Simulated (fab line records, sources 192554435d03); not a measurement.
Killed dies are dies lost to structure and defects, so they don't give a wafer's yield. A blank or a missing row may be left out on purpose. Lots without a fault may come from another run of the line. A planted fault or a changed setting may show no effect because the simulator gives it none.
A struck lot beside a sound one | flow n5_finfet | 15 steps out of a route of 1938
Sound: wafers L425.3, L425.4, L425.6. Struck: wafer L438.1. (L438.4 of the same lot was not struck and is left out.) The cause comes at the end.
At each step with rows: each side's tool, then ch and its chambers, then its first start. Under that, the readings that differ: sound wafers | struck wafers | difference of the means | sigmas: that difference in standard deviations of wafers without a fault.
alike: readings whose means differ by less than 2 such deviations, and words and numbers that are the same on both sides. not compared: withheld readings, readings that some wafer has no value for, bounds like >300 that may hide the same value, and numbers for which the record gives no deviation and whose values overlap.
The two part at a step that has a row with sigmas, a row that says differs or no value, or rows on one side only. Numbers that don't overlap but have no deviation are shown without sigmas and don't part them. A reading that every wafer of one side lacks parts them only if that side has two wafers or more.

N5_BEOL_M2_ETCH_41: etches SiCN in CH3F/O2, target depth 29.9 nm, time 52.5 s.
  sound on rie_diel-02 ch 0,3; struck on rie_diel-02 ch 0
  alike: drypump_motor_current_A, oes_product_au, rf_vpp_V, showerhead_plenum_p_Torr, throttle_valve_pct
  not compared: rf_hours_counter_h
then, 1 step without rows for these wafers: N5_BEOL_M2_STRIP_97 (strips in N2/H2, time 10 s).
N5_BEOL_M2_OCD_MEAS_38:
  sound on ocd-02, day 8 09:46; struck on ocd-01, day 11 08:28
  alike: trench_depth_nm
then, 4 steps without rows for these wafers: N5_BEOL_M2_HM_STRIP_39 (strips TiN in peroxide tin strip, target depth 25 nm, time 158 s); N5_BEOL_M2_SRD_40 (time 30 s); N5_BEOL_M2_PRECLEAN_42 (cleans in residue remover, time 60 s); N5_BEOL_M2_SRD_43 (time 30 s).
N5_BEOL_M2_CD_MEAS_35: target cd 18 nm, target cd y 22.2 nm.
  sound on cd_sem-03, day 8 09:56; struck on cd_sem-01, day 11 08:37
  alike: cd_nm
N5_BEOL_M2_DEGAS_44: time 60 s.
  sound on pvd_sputter-03, day 8 10:20; struck on pvd_sputter-01, day 11 09:06
  alike: heater_power_w
N5_BEOL_M2_PRE_CLEAN_45: time 30 s.
  sound on pvd_sputter-03, day 8 10:22; struck on pvd_sputter-01, day 11 09:08
  alike: heater_power_w
N5_BEOL_M2_ALD_84: deposits TaN, pulse time 2 s, purge time 3 s, co reactant purge time 2 s.
  sound on ald_metal-04 ch 0,3, day 8 10:26; struck on ald_metal-01 ch 1, day 11 09:12
  alike: heater_power_w
then, 1 step without rows for these wafers: N5_BEOL_M2_SURFACE_TREAT_85.
N5_BEOL_M2_CVD_47: deposits Co from CCTBA/H2, target thk 3 nm, time 223.8 s.
  sound on cvd_co-02 ch 0,2, day 8 11:03; struck on cvd_co-01 ch 2, day 11 09:39
  reading          | sound             | struck | difference | sigmas
  run_length_s (s) | 247.0 246.5 246.9 | 250.3  | +3.5       | +10
N5_BEOL_M2_SPUTTER_48: material Cu, target thk 4.5 nm, time 8.29 s.
  sound on pvd_sputter-01, day 8 12:38; struck on pvd_sputter-03, day 11 11:41
  alike: throttle_valve_pct
N5_BEOL_M4_RC_MEAS_101:
  sound on prober-02 ch 0, day 9 17:01; struck on prober-01 ch 0, day 12 13:17
  alike: DIBL_N, DIBL_P, IOFF_N, IOFF_P, ION_N, ION_P, SS_N, SS_P, VT_N, VT_P

WHERE THEY PART
Only at N5_BEOL_M2_CVD_47, within this record. Later steps at which nothing parts them and some readings are alike: N5_BEOL_M2_SPUTTER_48, N5_BEOL_M4_RC_MEAS_101.

WHY: what the simulator had put in
Process parameter drift: cvd_co-01, from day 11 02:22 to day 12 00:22, at N5_BEOL_M2_CVD_47. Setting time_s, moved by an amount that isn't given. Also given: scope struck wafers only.
